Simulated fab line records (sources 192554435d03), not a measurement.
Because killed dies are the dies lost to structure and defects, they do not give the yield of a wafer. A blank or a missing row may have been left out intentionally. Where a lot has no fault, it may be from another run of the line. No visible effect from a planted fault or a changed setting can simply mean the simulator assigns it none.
Chamber matching	flow n5-finfet	N5_BEOL_M12_DEP_53 on pecvd-04: 3 sister chambers
The step deposits SiCN from 3MS/NH3, target thk 30 nm, time 10.5 s. 3 wafers are shown with their chamber, then 12 later ones without.

WAFERS, EACH WITH ITS CHAMBER
wafer	chamber	showerhead-vpp-V (V)
L091.1	2	1547
L091.2	1	1597
L091.3	0	1675

WAFERS WHOSE CHAMBER IS MISSING
wafer	showerhead-vpp-V (V)
L089.1	1590
L089.2	1609
L089.4	1702
L093.2	1717
L093.3	1615
L093.4	1641
L094.4	1578
L094.5	1570
L094.6	1696
L097.2	1665
L097.3	1670
L097.4	1628

THE CHAMBER EACH PASSED THROUGH
wafer	from the rows above	in truth
L089.1	can't be placed: 1 or 2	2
L089.2	1	1
L089.4	0	0
L093.2	0	0
L093.3	can't be placed: 1 or 0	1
L093.4	can't be placed: 0 or 1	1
L094.4	can't be placed: 1 or 2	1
L094.5	can't be placed: 2 or 1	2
L094.6	0	0
L097.2	0	0
L097.3	0	0
L097.4	can't be placed: 1 or 0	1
6 of 12 placed correctly. Cannot be placed on the basis of these rows: 6; the candidates contain the true chamber in 6. Number placed wrongly: 0.
How it was worked out, from the rows above alone: a wafer's distance from a chamber is the root of the sum, over the readings, of the square of ((its reading less the chamber's mean) divided by the reading's scatter). If the next closest chamber is less than 2 further off than the closest, the wafer can't be placed; otherwise it belongs to the closest. Each chamber's mean is taken over the wafers shown for it. The scatter: root of mean squared gap, hidden wafer to nearest shown wafer, with one shown wafer a chamber.
